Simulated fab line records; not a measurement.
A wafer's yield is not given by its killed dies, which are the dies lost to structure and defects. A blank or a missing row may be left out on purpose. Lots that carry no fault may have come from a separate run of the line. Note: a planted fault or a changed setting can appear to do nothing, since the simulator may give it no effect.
fab line records    flow nandHarc
record lots=6  wafers=18  lastDay=35
route steps=1302 shown A_WL_FILL@982 A_CONTACT@983 END@1302
lots with no fault: from the same line, run without faults
startH: the number of hours between the record's first day and the start of the first shown wafer of the lot    waitH: hours from the lot's prior step to this one    " unchanged from the row above    L1.1+2: a single row standing in for several wafers    - either no value or no given start    * or withheld: withheld    < > ~ a bound
route shown NAME@n: a module of which the file shows steps, and the number in the route of the first    usual: mean/standard deviation of fault-free wafers    same: alike in all rows    chamber/n: place in a boat    sites: per-site readings    _std_site: the values' standard deviation    _edge_site: the outer-site mean with the inner-site mean subtracted    radiusMm: for every site, how far away it sits from the centre of the wafer    mask NAME#n: copy n    behind: the most recent tool/chamber to have shaped the wafer    hold: reason for holding the lot/hours on hold/outcome of the hold    device: names the non-switching transistor (n, p or np)    end of line: the same wafers' tests at the end of the route    a step given without rows: its recipe and nothing more    killed: the dies lost at the first sort to structure and to defects; this is not the yield of the wafer    map: dies across one wafer; x = killed, . = not, _ = none there
set.NAME: the run value of the setting; set.NAME@STEP: its run value at that earlier step    model.NAME: the simulator's own value behind a step, which no gauge read
certain route steps with their lots: each step a table, each wafer a row
services: when a tool's chamber went out of use (startH, in hours from the record's first day, below 0 if earlier), for how many hours, and the reason
## steps
# step NHARC_A_WL_FILL_INSPECT_15
# usual rawDefectCount=478/180
lot.wafer  tool              chamber  startH  waitH  rawDefectCount
L564.1     defectInspect-02  -        508.33  0.0    219
L564.2     "                 -        "       "      316
L564.5     "                 -        "       "      293
L566.3     defectInspect-02  -        508.35  0.0    433
L566.5     "                 -        "       "      483
L566.6     "                 -        "       "      413
L574.1     defectInspect-01  -        607.67  0.0    535
L574.3     "                 -        "       "      638
L574.6     "                 -        "       "      691
L575.2     defectInspect-02  -        628.56  0.0    692
L575.3     "                 -        "       "      673
L575.6     "                 -        "       "      1299
L577.2     defectInspect-02  -        647.71  0.0    540
L577.3     "                 -        "       "      616
L577.4     "                 -        "       "      632
L584.1     defectInspect-01  -        729.33  0.0    360
L584.4     "                 -        "       "      441
L584.6     "                 -        "       "      609
# step NHARC_A_CONTACT_DEP_24
# recipe targetThkA=5000  tempC=400  pressureTorr=6.5  rfW=900  teosFlowSccm=161.4  flowSccm=2650  targetThkNm=500  gas=O2  material=SiO2
# usual heaterPowerW=572/110  throttleValvePct=16.0/0.61
lot.wafer  tool      chamber  startH  waitH  heaterPowerW  throttleValvePct
L564.1     pecvd-03  2        508.39  0.1    339           16.7
L564.2     "         0        "       "      482           15.8
L564.5     "         0        "       "      513           15.6
L566.3     pecvd-01  0        508.48  0.1    787           15.7
L566.5     "         2        "       "      444           17.1
L566.6     "         0        "       "      823           16.1
L574.3     pecvd-04  0        607.80  0.1    684           15.1
L574.1     "         1        "       "      645           16.5
L574.6     "         0        "       "      693           15.2
L575.2     pecvd-01  2        628.72  0.2    482           17.0
L575.3     "         0        "       "      747           15.9
L575.6     "         2        "       "      517           16.9
L577.2     pecvd-03  1        647.77  0.1    529           15.4
L577.3     "         2        "       "      462           16.2
L577.4     "         0        "       "      554           15.5
L584.1     pecvd-01  2        729.46  0.1    389           17.3
L584.4     "         1        "       "      469           15.3
L584.6     "         2        "       "      424           17.1
# step NHARC_A_CONTACT_DEP_28
# recipe targetThkA=70000  tempC=400  material=aC
# usual throttleValvePct=34.999/0.0087
lot.wafer  tool       chamber  startH  waitH  throttleValvePct
L564.1     aclDep-01  0        508.99  0.1    35.000
L564.2     "          0        "       "      35.009
L564.5     "          0        511.77  2.8    34.990
L566.3     aclDep-03  0        510.42  1.5    35.002
L566.5     "          0        511.83  2.9    34.998
L566.6     "          0        "       "      35.001
L574.1     aclDep-01  0        608.34  0.1    35.004
L574.3     "          0        609.74  1.5    35.000
L574.6     "          0        611.86  3.6    34.991
L575.2     aclDep-03  0        630.26  0.9    34.999
L575.3     "          0        "       "      34.997
L575.6     "          0        633.07  3.7    34.988
L577.2     aclDep-03  0        649.08  0.8    34.996
L577.3     "          0        "       "      35.013
L577.4     "          0        "       "      35.000
L584.1     aclDep-01  0        730.00  0.1    34.993
L584.4     "          0        732.11  2.2    35.002
L584.6     "          0        733.53  3.6    34.987
# step NHARC_A_CONTACT_DEP_29
# recipe targetThkA=1000  targetThkNm=100  tempC=400  pressureTorr=3.5  flowSccm=200  rfW=350  material=SiON
# usual heaterPowerW=735/100
lot.wafer  tool      chamber  startH  waitH  heaterPowerW
L564.2     pecvd-03  0        513.18  2.8    670
L564.1     "         1        "       "      728
L564.5     "         1        "       "      735
L566.3     pecvd-04  0        513.25  2.1    895
L566.5     "         0        "       "      909
L566.6     "         2        "       "      834
L574.3     pecvd-01  0        612.58  2.1    904
L574.1     "         1        "       "      791
L574.6     "         2        "       "      591
L575.2     pecvd-03  1        633.82  2.9    667
L575.3     "         2        "       "      645
L575.6     "         1        "       "      690
L577.3     pecvd-03  1        652.64  2.1    693
L577.2     "         2        "       "      608
L577.4     "         2        "       "      598
L584.1     pecvd-04  1        734.28  3.6    705
L584.6     "         1        "       "      705
L584.4     "         2        "       "      804
# step NHARC_A_CONTACT_DEHYDRATE_32
# recipe tempC=150  timeS=120
# step NHARC_A_CONTACT_HMDS_33
# recipe timeS=30
# step NHARC_A_CONTACT_COAT_34
# recipe tempC=260  timeS=75
# step NHARC_A_CONTACT_COAT_35
# recipe tempC=225  timeS=65
# step NHARC_A_CONTACT_COAT_36
# recipe spinRpm=1500  resistThkNm=90
# step NHARC_A_CONTACT_SOFTBAKE_37
# recipe tempC=105  timeS=55
# usual heaterPowerTotalW=188.46/0.15
# same timeS=55
lot.wafer  tool           chamber  startH  waitH  heaterPowerTotalW
L564.1     lithoTrack-01  0        513     -      188.48
L564.2     "              0        "       "      188.34
L564.5     "              0        "       "      188.28
L566.3     lithoTrack-04  0        513     -      188.43
L566.5     "              0        "       "      188.23
L566.6     "              0        "       "      188.38
L574.1     lithoTrack-04  0        612     -      158.13
L574.3     "              0        "       "      157.81
L574.6     "              0        "       "      157.87
L575.2     lithoTrack-04  0        634     -      157.87
L575.3     "              0        "       "      157.80
L575.6     "              0        "       "      158.15
L577.2     lithoTrack-06  0        652     -      188.30
L577.3     "              0        "       "      188.38
L577.4     "              0        "       "      188.31
L584.1     lithoTrack-01  0        734     -      188.30
L584.4     "              0        "       "      188.35
L584.6     "              0        "       "      188.67
# step NHARC_A_CONTACT_EBR_38
# step NHARC_END_SORT_01
# recipe tempC=25
# usual killedAtArray=44/16  killedAtOther=0.6/1.1  killedAtPeriphery=3.9/2.6  killedDies=48/16  killedOpen=3.1/1.9  killedShort=2.4/1.8
# same grossDies=677
lot.wafer  tool       chamber  startH  waitH  killedAtArray  killedAtOther  killedAtPeriphery  killedDies  killedOpen  killedShort
L564.1     prober-02  0        583.78  2.5    16             0              0                  16          1           1
L564.2     prober-02  0        584.58  2.8    15             0              1                  16          4           1
L564.5     prober-02  0        587.00  3.7    29             0              3                  32          2           3
L566.3     prober-01  0        586.52  3.1    75             0              3                  78          4           2
L566.5     prober-01  0        588.10  3.6    46             1              5                  52          6           0
L566.6     prober-01  0        588.89  3.9    68             0              6                  74          2           2
L584.1     prober-01  0        825.15  2.5    44             0              4                  48          1           0
L584.4     prober-01  0        827.55  3.4    47             0              0                  47          2           0
L584.6     prober-01  0        829.16  4.0    44             0              2                  46          1           2
# killed by level:class
L564.1 A_CHANNEL_HOLE_D2:chamberFilmFlake=7 A_CONTACT:chamberFilmFlake=4 A_CHANNEL_HOLE_D2:geometricParticle:open=1 A_WL_FILL:geometricParticle:short=1 A_CHANNEL_FILL_D1:chamberFilmFlake=1 A_WL_FILL:chamberFilmFlake=1 A_CONTACT:unspecified=1
L564.2 A_CHANNEL_HOLE_D2:chamberFilmFlake=6 A_CONTACT:geometricParticle:open=2 A_CONTACT:chamberFilmFlake=2 P_CONTACT:geometricParticle:open=1 A_ONON_D1:geometricParticle:open=1 A_CHANNEL_FILL_D1:geometricParticle:short=1 A_CHANNEL_HOLE_D1:chamberFilmFlake=1 A_CHANNEL_FILL_D2:chamberFilmFlake=1
L566.3 A_CHANNEL_HOLE_D1:chamberFilmFlake=33 A_CHANNEL_HOLE_D2:chamberFilmFlake=16 A_SLIT:chamberFilmFlake=16 A_STAIRCASE:chamberFilmFlake=3 A_WL_FILL:chamberFilmFlake=2 P_CONTACT:geometricParticle:open=1 P_M0:geometricParticle:open=1 A_ONON_D1:geometricParticle:short=1
L564.5 A_CHANNEL_HOLE_D2:chamberFilmFlake=9 A_CHANNEL_FILL_D1:chamberFilmFlake=4 A_CONTACT:unspecified=4 A_CONTACT:chamberFilmFlake=4 A_CHANNEL_HOLE_D1:chamberFilmFlake=3 P_GATE:geometricParticle:short=1 P_M1:geometricParticle:open=1 A_CHANNEL_FILL_D1:geometricParticle:open=1
L566.5 A_SLIT:chamberFilmFlake=16 A_CHANNEL_HOLE_D2:chamberFilmFlake=15 A_CHANNEL_HOLE_D1:chamberFilmFlake=8 P_M0:geometricParticle:open=2 P_ZERO_WELL:chamberFilmFlake=2 P_GATE:geometricParticle:open=1 A_WL_FILL:geometricParticle:open=1 A_CONTACT:geometricParticle:open=1
L566.6 A_CHANNEL_HOLE_D2:chamberFilmFlake=27 A_CHANNEL_HOLE_D1:chamberFilmFlake=19 A_SLIT:chamberFilmFlake=14 P_ZERO_WELL:chamberFilmFlake=3 P_BONDPAD:chamberFilmFlake=2 A_STAIRCASE:chamberFilmFlake=2 P_CONTACT:geometricParticle:open=1 A_CHANNEL_HOLE_D1:geometricParticle:short=1
L584.1 A_SLIT:chamberFilmFlake=17 A_CHANNEL_HOLE_D1:chamberFilmFlake=9 A_CONTACT:chamberFilmFlake=7 A_WL_FILL:chamberFilmFlake=4 P_ZERO_WELL:chamberFilmFlake=3 A_CHANNEL_HOLE_D2:chamberFilmFlake=2 A_STAIRCASE:chamberFilmFlake=2 A_BONDPAD:chamberFilmFlake=2
L584.4 A_SLIT:chamberFilmFlake=18 A_CHANNEL_HOLE_D1:chamberFilmFlake=13 A_CHANNEL_HOLE_D2:chamberFilmFlake=5 A_CONTACT:chamberFilmFlake=5 A_WL_FILL:chamberFilmFlake=4 A_ONON_D2:geometricParticle:open=1 A_CONTACT:geometricParticle:open=1
L584.6 A_SLIT:chamberFilmFlake=18 A_CONTACT:chamberFilmFlake=9 A_CHANNEL_HOLE_D1:chamberFilmFlake=8 A_CHANNEL_HOLE_D2:chamberFilmFlake=3 A_ONON_D1:geometricParticle:short=2 P_GATE:chamberFilmFlake=2 A_WL_FILL:chamberFilmFlake=2 A_M0:geometricParticle:open=1
## services
tool           chamber  startH  hours  kind
pecvd-01       -        492.25  13.0   pm
lithoTrack-01  -        505.00  7.0    pm
pecvd-01       -        522.38  0.6    repair
lithoTrack-06  -        529.00  7.0    pm
pecvd-03       -        548.02  13.0   pm
pecvd-03       0        548.02  13.0   ventCycle
pecvd-03       1        548.02  13.0   ventCycle
pecvd-03       2        548.02  13.0   ventCycle
lithoTrack-04  -        553.00  7.0    pm
aclDep-01      -        557.11  13.0   pm
pecvd-03       0        561.02  -      clean
pecvd-03       1        561.02  -      clean
pecvd-01       1        620.90  18.4   repair
pecvd-04       -        631.68  13.0   pm
pecvd-03       1        655.94  8.7    repair
pecvd-04       -        669.56  1.6    repair
pecvd-01       -        673.25  13.0   pm
lithoTrack-01  -        680.00  7.0    pm
aclDep-03      -        680.02  13.0   pm
lithoTrack-06  -        704.00  7.0    pm
pecvd-03       -        724.37  0.6    repair
pecvd-04       -        726.26  3.6    repair
lithoTrack-04  -        728.00  7.0    pm
pecvd-03       -        729.02  13.0   pm
## key
firstSign step=NHARC_A_CONTACT_SOFTBAKE_37  reading=heaterPowerTotalW  direction=down  sigmas=99+  usual=*  struck=*
effect none on later readings
metAt NHARC_A_CONTACT_SOFTBAKE_37
struckWafers L574.1,L574.3,L574.6,L575.2,L575.3,L575.6
testerLeftOut L574,L575
onsetBetween 513 612
fault kind=processParameterDrift  tool=lithoTrack-04  chamber=-  onsetH=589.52  steps=NHARC_A_CONTACT_SOFTBAKE_37  channel=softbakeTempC  offset=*  shape=step  endH=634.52  actsIn=*  stated=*
# testerLeftOut: of these lots the tester's yield and bins aren't shown, on N5 and GAA mostly nor the transistor test; their killed dies are dies lost to structure and defects alone, not to doping, threshold or leakage, so they don't give the yield
